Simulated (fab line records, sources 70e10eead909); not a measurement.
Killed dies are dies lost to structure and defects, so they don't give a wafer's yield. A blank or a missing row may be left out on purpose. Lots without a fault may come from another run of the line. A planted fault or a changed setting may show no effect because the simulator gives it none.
Which tool did it? | flow nand_harc | 23 lots, 69 wafers sampled, at 6 steps of a route of 1159

WHAT THE GAUGES READ, wafer by wafer
The record holds no reading of a measuring or inspecting step that can be judged against a usual standard deviation.

WHICH TOOL RAN EACH LOT (tool, then ch and the chambers of the sampled wafers, then the start)
lot  | NHARC_A_STAIRCASE_TRIM_189                    | NHARC_A_STAIRCASE_ETCH_190                    | NHARC_A_STAIRCASE_TRIM_200                    | NHARC_A_STAIRCASE_ETCH_221                    | NHARC_A_STAIRCASE_ETCH_292         | NHARC_A_STAIRCASE_HM_OPEN_460
L074 | rie_diel-02 ch 1,2,3, day 11 08:49 or earlier | rie_diel-02 ch 0,1,3, day 11 08:49 or earlier | rie_diel-02 ch 0,1,2, day 11 08:49 or earlier | rie_diel-02 ch 0,1,3, day 11 08:49 or earlier | rie_diel-01 ch 2,3, day 11 08:49   | rie_diel-01 ch 0,1,2, no start
L075 | rie_diel-01 ch 0,1,2, day 11 10:53 or earlier | rie_diel-01 ch 0,2,3, day 11 10:53 or earlier | rie_diel-01 ch 0,1,3, day 11 10:53 or earlier | rie_diel-01 ch 0,2,3, day 11 10:53 or earlier | rie_diel-02 ch 0,1,2, day 11 10:53 | rie_diel-02 ch 0,2,3, no start
L079 | rie_diel-02 ch 0,2,3, day 12 06:50 or earlier | rie_diel-02 ch 0,2, day 12 06:50 or earlier   | rie_diel-02 ch 0,2,3, day 12 06:50 or earlier | rie_diel-06 ch 0,1,2, day 12 06:50 or earlier | rie_diel-02 ch 0,2,3, day 12 06:50 | rie_diel-02 ch 0,2, no start
L077 | rie_diel-01 ch 1,3, day 12 06:33 or earlier   | rie_diel-01 ch 0,1,2, day 12 06:33 or earlier | rie_diel-01 ch 0,2,3, day 12 06:33 or earlier | rie_diel-06 ch 0,2, day 12 06:33 or earlier   | rie_diel-06 ch 0,1,2, day 12 06:33 | rie_diel-06 ch 0,2, no start
L076 | rie_diel-01 ch 0,2,3, day 12 09:24 or earlier | rie_diel-01 ch 1,2,3, day 12 09:24 or earlier | rie_diel-01 ch 0,2, day 12 09:24 or earlier   | rie_diel-01 ch 0,1,3, day 12 09:24 or earlier | rie_diel-06 ch 0,1,2, day 12 09:24 | rie_diel-06 ch 0,1,2, no start
L078 | rie_diel-02 ch 0,1,2, day 12 19:03 or earlier | rie_diel-02 ch 1,3, day 12 19:03 or earlier   | rie_diel-02 ch 0,1, day 12 19:03 or earlier   | rie_diel-01 ch 1,2, day 12 19:03 or earlier   | rie_diel-06 ch 0,1, day 12 19:03   | rie_diel-06 ch 1,2, no start
L081 | rie_diel-02 ch 1,2,3, day 13 03:38 or earlier | rie_diel-02 ch 0,1, day 13 03:38 or earlier   | rie_diel-02 ch 0,2,3, day 13 03:38 or earlier | rie_diel-02 ch 0,1,2, day 13 03:38 or earlier | rie_diel-01 ch 0,2, day 13 03:38   | rie_diel-01 ch 1,3, no start
L080 | rie_diel-01 ch 0,1,3, day 13 08:43 or earlier | rie_diel-01 ch 1,2,3, day 13 08:43 or earlier | rie_diel-06 ch 0,1, day 13 08:43 or earlier   | rie_diel-02 ch 1,2,3, day 13 08:43 or earlier | rie_diel-06 ch 0,1,3, day 13 08:43 | rie_diel-06 ch 0,1,2, no start
L082 | rie_diel-02 ch 1,2, day 13 14:47 or earlier   | rie_diel-02 ch 0,1,3, day 13 14:47 or earlier | rie_diel-02 ch 1,3, day 13 14:47 or earlier   | rie_diel-02 ch 0,1,3, day 13 14:47 or earlier | rie_diel-02 ch 0,2, day 13 14:47   | rie_diel-02 ch 0,1,3, no start
L083 | rie_diel-02 ch 0,1,3, day 13 23:32 or earlier | rie_diel-02 ch 0,1,2, day 13 23:32 or earlier | rie_diel-01 ch 1,2,3, day 13 23:32 or earlier | rie_diel-06 ch 0,2, day 13 23:32 or earlier   | rie_diel-06 ch 1,2, day 13 23:32   | rie_diel-06 ch 0,3, no start
L084 | rie_diel-02 ch 0,1,2, day 14 01:32 or earlier | rie_diel-02 ch 0,1,2, day 14 01:32 or earlier | rie_diel-02 ch 1,2,3, day 14 01:32 or earlier | rie_diel-01 ch 0,2,3, day 14 01:32 or earlier | rie_diel-02 ch 2,3, day 14 01:32   | rie_diel-02 ch 0,1,3, no start
L088 | rie_diel-06 ch 1,2,3, day 15 04:53 or earlier | rie_diel-06 ch 0,1,2, day 15 04:53 or earlier | rie_diel-06 ch 1,2,3, day 15 04:53 or earlier | rie_diel-01 ch 0,2,3, day 15 04:53 or earlier | rie_diel-01 ch 1,2,3, day 15 04:53 | rie_diel-01 ch 0,2,3, no start
L085 | rie_diel-06 ch 0,2,3, day 15 08:39 or earlier | rie_diel-06 ch 0,1,3, day 15 08:39 or earlier | rie_diel-01 ch 0,1,3, day 15 08:39 or earlier | rie_diel-01 ch 0,1,3, day 15 08:39 or earlier | rie_diel-02 ch 2,3, day 15 08:39   | rie_diel-02 ch 2,3, no start
L087 | rie_diel-06 ch 1,2,3, day 15 10:41 or earlier | rie_diel-06 ch 0,2,3, day 15 10:41 or earlier | rie_diel-06 ch 0,1,2, day 15 10:41 or earlier | rie_diel-01 ch 0,2,3, day 15 10:41 or earlier | rie_diel-02 ch 1,2,3, day 15 10:41 | rie_diel-02 ch 1,2,3, no start
L091 | rie_diel-02 ch 0,1,2, day 15 21:37 or earlier | rie_diel-02 ch 1,2,3, day 15 21:37 or earlier | rie_diel-06 ch 1,2,3, day 15 21:37 or earlier | rie_diel-01 ch 0,1,3, day 15 21:37 or earlier | rie_diel-02 ch 0,3, day 15 21:37   | rie_diel-02 ch 0,1, no start
L090 | rie_diel-06 ch 0,1,3, day 15 23:37 or earlier | rie_diel-06 ch 0,2,3, day 15 23:37 or earlier | rie_diel-01 ch 0,1,2, day 15 23:37 or earlier | rie_diel-02 ch 2,3, day 15 23:37 or earlier   | rie_diel-06 ch 0,1,2, day 15 23:37 | rie_diel-06 ch 1,2, no start
L089 | rie_diel-02 ch 1,3, day 16 01:32 or earlier   | rie_diel-02 ch 1,2,3, day 16 01:32 or earlier | rie_diel-02 ch 1,2,3, day 16 01:32 or earlier | rie_diel-01 ch 0,1,3, day 16 01:32 or earlier | rie_diel-01 ch 0,1, day 16 01:32   | rie_diel-01 ch 1,2, no start
L092 | rie_diel-01 ch 0,1,3, day 16 00:03 or earlier | rie_diel-01 ch 0,1,2, day 16 00:03 or earlier | rie_diel-06 ch 0,1,2, day 16 00:03 or earlier | rie_diel-02 ch 1,3, day 16 00:03 or earlier   | rie_diel-06 ch 0,2,3, day 16 00:03 | rie_diel-06 ch 1,2,3, no start
L093 | rie_diel-06 ch 0,2,3, day 16 07:26 or earlier | rie_diel-06 ch 0,1,3, day 16 07:26 or earlier | rie_diel-06 ch 0,1,3, day 16 07:26 or earlier | rie_diel-02 ch 0,1,2, day 16 07:26 or earlier | rie_diel-06 ch 0,1,3, day 16 07:26 | rie_diel-06 ch 0,2,3, no start
L094 | rie_diel-06 ch 1,2,3, day 16 05:48 or earlier | rie_diel-06 ch 0,3, day 16 05:48 or earlier   | rie_diel-06 ch 1,2,3, day 16 05:48 or earlier | rie_diel-01 ch 0,2,3, day 16 05:48 or earlier | rie_diel-06 ch 0,3, day 16 05:48   | rie_diel-06 ch 0,1,3, no start
L096 | rie_diel-01 ch 0,1,3, day 16 23:23 or earlier | rie_diel-01 ch 1,2,3, day 16 23:23 or earlier | rie_diel-06 ch 0,1,3, day 16 23:23 or earlier | rie_diel-01 ch 0,1,3, day 16 23:23 or earlier | rie_diel-06 ch 1,2,3, day 16 23:23 | rie_diel-06 ch 0,2,3, no start
L095 | rie_diel-06 ch 2,3, day 16 10:11 or earlier   | rie_diel-06 ch 1,2, day 16 10:11 or earlier   | rie_diel-01 ch 1,2,3, day 16 10:11            | rie_diel-06 ch 0,1,2, day 17 00:53 or earlier | rie_diel-06 ch 0,1,2, day 17 00:53 | rie_diel-06 ch 0,1,3, no start
L097 | rie_diel-06 ch 0,1,2, day 17 07:42 or earlier | rie_diel-06 ch 0,1,2, day 17 07:42 or earlier | rie_diel-06 ch 0,2,3, day 17 07:42 or earlier | rie_diel-02 ch 0,3, day 17 07:42 or earlier   | rie_diel-06 ch 0,1,2, day 17 07:42 | rie_diel-06 ch 0,2,3, no start
- NHARC_A_STAIRCASE_TRIM_189: chemistry O2, time 211.2 s.
- NHARC_A_STAIRCASE_ETCH_190: etches the open film in C4F8/O2, target depth 100 nm, time 40.5 s.
- NHARC_A_STAIRCASE_TRIM_200: chemistry O2, time 211.2 s.
- NHARC_A_STAIRCASE_ETCH_221: etches the open film in C4F8/O2, target depth 100 nm, time 40.5 s.
- NHARC_A_STAIRCASE_ETCH_292: etches the open film in CF4/CHF3.
- NHARC_A_STAIRCASE_HM_OPEN_460: chemistry O2/COS.

WHAT THE TOOLS THEMSELVES READ (means of the sampled wafers that have a number; where no wafer has one, the mark that the record gives instead)
NHARC_A_STAIRCASE_TRIM_189. Usual: drypump_motor_current_A 5.8 A, standard deviation 0.45; oes_product_au 0.995 a.u., standard deviation 0.011; rf_vpp_V 57.9 V, standard deviation 0.85; showerhead_plenum_p_Torr 3.51 Torr, standard deviation 0.12; throttle_valve_pct 17.037 %, standard deviation 0.0095.
lot  | tool        | drypump_motor_current_A (A) | oes_product_au (a.u.) | rf_vpp_V (V) | showerhead_plenum_p_Torr (Torr) | throttle_valve_pct (%) | flag
L074 | rie_diel-02 | 6.0                         | 0.987                 | 57.5         | 3.51                            | 17.030                 |
L075 | rie_diel-01 | 5.4                         | 0.998                 | 57.7         | 3.58                            | 17.028                 |
L079 | rie_diel-02 | 5.9                         | 0.995                 | 57.6         | 3.38                            | 17.035                 |
L077 | rie_diel-01 | 6.1                         | 1.001                 | 58.3         | 3.61                            | 17.032                 |
L076 | rie_diel-01 | 5.9                         | 1.001                 | 58.0         | 3.65                            | 17.040                 |
L078 | rie_diel-02 | 6.0                         | 0.992                 | 58.3         | 3.50                            | 17.038                 |
L081 | rie_diel-02 | 5.9                         | 0.988                 | 57.2         | 3.50                            | 17.036                 |
L080 | rie_diel-01 | 5.8                         | 1.006                 | 57.3         | 3.59                            | 17.040                 |
L082 | rie_diel-02 | 5.8                         | 0.987                 | 57.9         | 3.54                            | 17.037                 |
L083 | rie_diel-02 | 6.0                         | 0.986                 | 58.9         | 3.45                            | 17.041                 |
L084 | rie_diel-02 | 5.9                         | 0.987                 | 58.4         | 3.49                            | 17.038                 |
L088 | rie_diel-06 | 5.8                         | 0.987                 | 57.5         | 3.48                            | 17.047                 |
L085 | rie_diel-06 | 6.0                         | 0.994                 | 57.9         | 3.49                            | 17.045                 |
L087 | rie_diel-06 | 5.8                         | 0.999                 | 57.5         | 3.48                            | 17.032                 |
L091 | rie_diel-02 | 5.9                         | 0.993                 | 58.1         | 3.49                            | 17.031                 |
L090 | rie_diel-06 | 5.7                         | 0.987                 | 56.7         | 3.48                            | 17.034                 |
L089 | rie_diel-02 | 6.0                         | 1.003                 | 58.1         | 3.44                            | 17.046                 |
L092 | rie_diel-01 | 5.8                         | 1.006                 | 57.5         | 3.58                            | 17.044                 |
L093 | rie_diel-06 | 6.0                         | 0.999                 | 58.5         | 3.48                            | 17.037                 |
L094 | rie_diel-06 | 5.8                         | 0.994                 | 58.1         | 3.47                            | 17.042                 |
L096 | rie_diel-01 | 5.8                         | 1.003                 | 58.5         | 3.57                            | 17.036                 |
L095 | rie_diel-06 | 6.1                         | 1.003                 | 57.5         | 3.47                            | 17.034                 |
L097 | rie_diel-06 | 5.5                         | 0.987                 | 57.3         | 3.48                            | 17.037                 |

NHARC_A_STAIRCASE_ETCH_190. Usual: oes_product_au 0.934 a.u., standard deviation 0.011; rf_vpp_V 895 V, standard deviation 4.4.
lot  | tool        | oes_product_au (a.u.) | rf_vpp_V (V) | flag
L074 | rie_diel-02 | 0.934                 | 893          |
L075 | rie_diel-01 | 0.934                 | 901          |
L079 | rie_diel-02 | 0.951                 | 890          |
L077 | rie_diel-01 | 0.934                 | 898          |
L076 | rie_diel-01 | 0.945                 | 898          |
L078 | rie_diel-02 | 0.932                 | 898          |
L081 | rie_diel-02 | 0.936                 | 898          |
L080 | rie_diel-01 | 0.941                 | 898          |
L082 | rie_diel-02 | 0.927                 | 894          |
L083 | rie_diel-02 | 0.929                 | 895          |
L084 | rie_diel-02 | 0.929                 | 894          |
L088 | rie_diel-06 | 0.935                 | 894          |
L085 | rie_diel-06 | 0.926                 | 895          |
L087 | rie_diel-06 | 0.940                 | 894          |
L091 | rie_diel-02 | 0.932                 | 895          |
L090 | rie_diel-06 | 0.927                 | 894          |
L089 | rie_diel-02 | 0.936                 | 895          |
L092 | rie_diel-01 | 0.946                 | 898          |
L093 | rie_diel-06 | 0.928                 | 895          |
L094 | rie_diel-06 | 0.920                 | 894          |
L096 | rie_diel-01 | 0.952                 | 897          |
L095 | rie_diel-06 | 0.933                 | 894          |
L097 | rie_diel-06 | 0.934                 | 894          |

NHARC_A_STAIRCASE_TRIM_200. Usual: drypump_motor_current_A 5.8 A, standard deviation 0.48; oes_product_au 0.996 a.u., standard deviation 0.012; rf_vpp_V 57.7 V, standard deviation 0.75; showerhead_plenum_p_Torr 3.51 Torr, standard deviation 0.11; throttle_valve_pct 17.037 %, standard deviation 0.0089.
lot  | tool        | drypump_motor_current_A (A) | oes_product_au (a.u.) | rf_vpp_V (V) | showerhead_plenum_p_Torr (Torr) | throttle_valve_pct (%) | flag
L074 | rie_diel-02 | 5.9                         | 0.984                 | 57.1         | 3.51                            | 17.043                 |
L075 | rie_diel-01 | 5.8                         | 1.001                 | 57.6         | 3.60                            | 17.039                 |
L079 | rie_diel-02 | 5.9                         | 1.000                 | 57.1         | 3.38                            | 17.036                 |
L077 | rie_diel-01 | 5.9                         | 0.994                 | 58.0         | 3.65                            | 17.036                 |
L076 | rie_diel-01 | 5.4                         | 1.006                 | 57.7         | 3.63                            | 17.037                 |
L078 | rie_diel-02 | 6.1                         | 0.986                 | 58.3         | 3.59                            | 17.029                 |
L081 | rie_diel-02 | 5.9                         | 0.989                 | 58.4         | 3.37                            | 17.033                 |
L080 | rie_diel-06 | 5.3                         | 0.996                 | 58.3         | 3.50                            | 17.033                 |
L082 | rie_diel-02 | 6.1                         | 0.996                 | 57.6         | 3.45                            | 17.037                 |
L083 | rie_diel-01 | 5.6                         | 1.008                 | 57.6         | 3.58                            | 17.043                 |
L084 | rie_diel-02 | 6.0                         | 0.987                 | 57.7         | 3.49                            | 17.035                 |
L088 | rie_diel-06 | 5.8                         | 0.998                 | 58.3         | 3.48                            | 17.045                 |
L085 | rie_diel-01 | 5.8                         | 1.006                 | 57.9         | 3.58                            | 17.030                 |
L087 | rie_diel-06 | 5.5                         | 0.985                 | 57.6         | 3.49                            | 17.042                 |
L091 | rie_diel-06 | 5.8                         | 0.995                 | 57.6         | 3.47                            | 17.037                 |
L090 | rie_diel-01 | 5.4                         | 1.010                 | 57.1         | 3.56                            | 17.036                 |
L089 | rie_diel-02 | 5.9                         | 0.994                 | 57.8         | 3.49                            | 17.034                 |
L092 | rie_diel-06 | 5.6                         | 0.988                 | 57.2         | 3.49                            | 17.042                 |
L093 | rie_diel-06 | 5.7                         | 0.993                 | 57.9         | 3.48                            | 17.024                 |
L094 | rie_diel-06 | 5.8                         | 0.993                 | 57.9         | 3.47                            | 17.028                 |
L096 | rie_diel-06 | 5.7                         | 0.995                 | 57.5         | 3.48                            | 17.034                 |
L095 | rie_diel-01 | 5.6                         | 1.016                 | 58.5         | 3.57                            | 17.042                 |
L097 | rie_diel-06 | 6.0                         | 0.994                 | 57.6         | 3.47                            | 17.037                 |

NHARC_A_STAIRCASE_ETCH_221. Usual: oes_product_au 0.937 a.u., standard deviation 0.017; rf_vpp_V 896 V, standard deviation 4.9.
lot  | tool        | oes_product_au (a.u.) | rf_vpp_V (V) | flag
L074 | rie_diel-02 | 0.926                 | 893          |
L075 | rie_diel-01 | 0.955                 | 899          |
L079 | rie_diel-06 | 0.917                 | 895          |
L077 | rie_diel-06 | 0.917                 | 895          |
L076 | rie_diel-01 | 0.945                 | 898          |
L078 | rie_diel-01 | 0.968                 | 895          |
L081 | rie_diel-02 | 0.920                 | 896          |
L080 | rie_diel-02 | 0.945                 | 895          |
L082 | rie_diel-02 | 0.939                 | 893          |
L083 | rie_diel-06 | 0.918                 | 895          |
L084 | rie_diel-01 | 0.921                 | 900          |
L088 | rie_diel-01 | 0.940                 | 901          |
L085 | rie_diel-01 | 0.946                 | 898          |
L087 | rie_diel-01 | 0.946                 | 900          |
L091 | rie_diel-01 | 0.931                 | 897          |
L090 | rie_diel-02 | 0.916                 | 892          |
L089 | rie_diel-01 | 0.955                 | 897          |
L092 | rie_diel-02 | 0.936                 | 892          |
L093 | rie_diel-02 | 0.952                 | 894          |
L094 | rie_diel-01 | 0.963                 | 900          |
L096 | rie_diel-01 | 0.941                 | 897          |
L095 | rie_diel-06 | 0.905                 | 894          |
L097 | rie_diel-02 | 0.944                 | 888          |

NHARC_A_STAIRCASE_ETCH_292. Usual: drypump_motor_current_A 5.8 A, standard deviation 0.45; oes_product_au 0.950 a.u., standard deviation 0.02; rf_vpp_V 370.3 V, standard deviation 1.8; showerhead_plenum_p_Torr 1.56 Torr, standard deviation 0.047; throttle_valve_pct 16.802 %, standard deviation 0.0087.
lot  | tool        | drypump_motor_current_A (A) | oes_product_au (a.u.) | rf_vpp_V (V) | showerhead_plenum_p_Torr (Torr) | throttle_valve_pct (%) | flag
L074 | rie_diel-01 | 5.7                         | 0.923                 | 372.2        | 1.63                            | 16.794                 |
L075 | rie_diel-02 | 5.9                         | 0.939                 | 370.0        | 1.56                            | 16.810                 |
L079 | rie_diel-02 | 5.9                         | 0.963                 | 369.2        | 1.51                            | 16.801                 |
L077 | rie_diel-06 | 5.5                         | 0.951                 | 369.4        | 1.56                            | 16.801                 |
L076 | rie_diel-06 | 5.5                         | 0.948                 | 370.1        | 1.56                            | 16.797                 |
L078 | rie_diel-06 | 5.3                         | 0.923                 | 369.9        | 1.56                            | 16.804                 |
L081 | rie_diel-01 | 5.6                         | 0.943                 | 371.3        | 1.62                            | 16.792                 |
L080 | rie_diel-06 | 5.7                         | 0.942                 | 370.8        | 1.56                            | 16.802                 |
L082 | rie_diel-02 | 5.8                         | 0.960                 | 368.7        | 1.52                            | 16.797                 |
L083 | rie_diel-06 | 5.6                         | 0.970                 | 370.1        | 1.56                            | 16.808                 |
L084 | rie_diel-02 | 5.9                         | 0.923                 | 369.4        | 1.50                            | 16.803                 |
L088 | rie_diel-01 | 5.6                         | 0.970                 | 371.6        | 1.59                            | 16.807                 |
L085 | rie_diel-02 | 5.9                         | 0.960                 | 368.2        | 1.50                            | 16.802                 |
L087 | rie_diel-02 | 5.9                         | 0.928                 | 370.4        | 1.56                            | 16.801                 |
L091 | rie_diel-02 | 5.9                         | 0.943                 | 368.3        | 1.48                            | 16.804                 |
L090 | rie_diel-06 | 5.5                         | 0.962                 | 371.4        | 1.55                            | 16.805                 |
L089 | rie_diel-01 | 5.5                         | 0.977                 | 370.5        | 1.59                            | 16.803                 |
L092 | rie_diel-06 | 6.0                         | 0.933                 | 370.2        | 1.55                            | 16.803                 |
L093 | rie_diel-06 | 5.7                         | 0.959                 | 369.8        | 1.55                            | 16.809                 |
L094 | rie_diel-06 | 5.9                         | 0.977                 | 370.2        | 1.55                            | 16.804                 |
L096 | rie_diel-06 | 5.8                         | 0.950                 | 370.3        | 1.55                            | 16.805                 |
L095 | rie_diel-06 | 5.5                         | 0.951                 | 369.9        | 1.55                            | 16.803                 |
L097 | rie_diel-06 | 5.5                         | 0.960                 | 369.5        | 1.55                            | 16.801                 |

NHARC_A_STAIRCASE_HM_OPEN_460. Usual: drypump_motor_current_A 5.8 A, standard deviation 0.45; oes_product_au 0.995 a.u., standard deviation 0.011; rf_vpp_V 466.7 V, standard deviation 2.2; showerhead_plenum_p_Torr 3.10 Torr, standard deviation 0.092; throttle_valve_pct 28.330 %, standard deviation 0.01.
lot  | tool        | drypump_motor_current_A (A) | oes_product_au (a.u.) | rf_vpp_V (V) | showerhead_plenum_p_Torr (Torr) | throttle_valve_pct (%) | flag
L074 | rie_diel-01 | 5.3                         | 1.000                 | 468.7        | 3.17                            | 28.320                 |
L075 | rie_diel-02 | 5.9                         | 0.991                 | 464.2        | 2.99                            | 28.327                 |
L079 | rie_diel-02 | 5.8                         | 0.997                 | 465.4        | 3.02                            | 28.331                 |
L077 | rie_diel-06 | 5.7                         | 0.989                 | 467.4        | 3.11                            | 28.340                 |
L076 | rie_diel-06 | 5.5                         | 0.991                 | 466.4        | 3.10                            | 28.338                 |
L078 | rie_diel-06 | 5.6                         | 0.983                 | 467.0        | 3.09                            | 28.339                 |
L081 | rie_diel-01 | 5.5                         | 1.013                 | 467.4        | 3.12                            | 28.339                 |
L080 | rie_diel-06 | 5.5                         | 0.992                 | 467.1        | 3.10                            | 28.332                 |
L082 | rie_diel-02 | 6.0                         | 0.990                 | 465.5        | 3.05                            | 28.330                 |
L083 | rie_diel-06 | 5.9                         | 0.997                 | 466.6        | 3.10                            | 28.321                 |
L084 | rie_diel-02 | 6.0                         | 0.991                 | 466.3        | 3.05                            | 28.335                 |
L088 | rie_diel-01 | 5.9                         | 1.007                 | 470.0        | 3.22                            | 28.338                 |
L085 | rie_diel-02 | 5.8                         | 0.996                 | 465.0        | 3.01                            | 28.329                 |
L087 | rie_diel-02 | 6.0                         | 0.996                 | 465.6        | 3.09                            | 28.320                 |
L091 | rie_diel-02 | 6.1                         | 0.991                 | 467.7        | 3.16                            | 28.324                 |
L090 | rie_diel-06 | 5.6                         | 0.995                 | 466.5        | 3.08                            | 28.333                 |
L089 | rie_diel-01 | 5.1                         | 1.027                 | 467.3        | 3.09                            | 28.328                 |
L092 | rie_diel-06 | 5.8                         | 0.993                 | 465.9        | 3.07                            | 28.325                 |
L093 | rie_diel-06 | 6.0                         | 0.998                 | 465.9        | 3.08                            | 28.327                 |
L094 | rie_diel-06 | 5.7                         | 0.993                 | 465.9        | 3.08                            | 28.328                 |
L096 | rie_diel-06 | 6.0                         | 1.003                 | 466.3        | 3.07                            | 28.334                 |
L095 | rie_diel-06 | 5.7                         | 1.000                 | 465.3        | 3.07                            | 28.329                 |
L097 | rie_diel-06 | 6.0                         | 0.995                 | 465.5        | 3.07                            | 28.336                 |

THE ANSWER, worked out from the rows above alone
Rule: a lot is off if the mean of its wafers that have a number lies more than 3 standard deviations from the usual mean. A lot without any number at a reading at which 4 lots or more have one is off too. The other lots that the step has rows for count as sound. The gauges are gone through in route order, then the tools' own readings, and for those a lot's mean is taken as printed above. The first step at which some lot is off is used, and at that step the reading that is off furthest; a lot without a number counts as furthest.
No lot is off at any reading shown: from this, nothing can be told.

WHAT THE SIMULATOR HAD PUT IN
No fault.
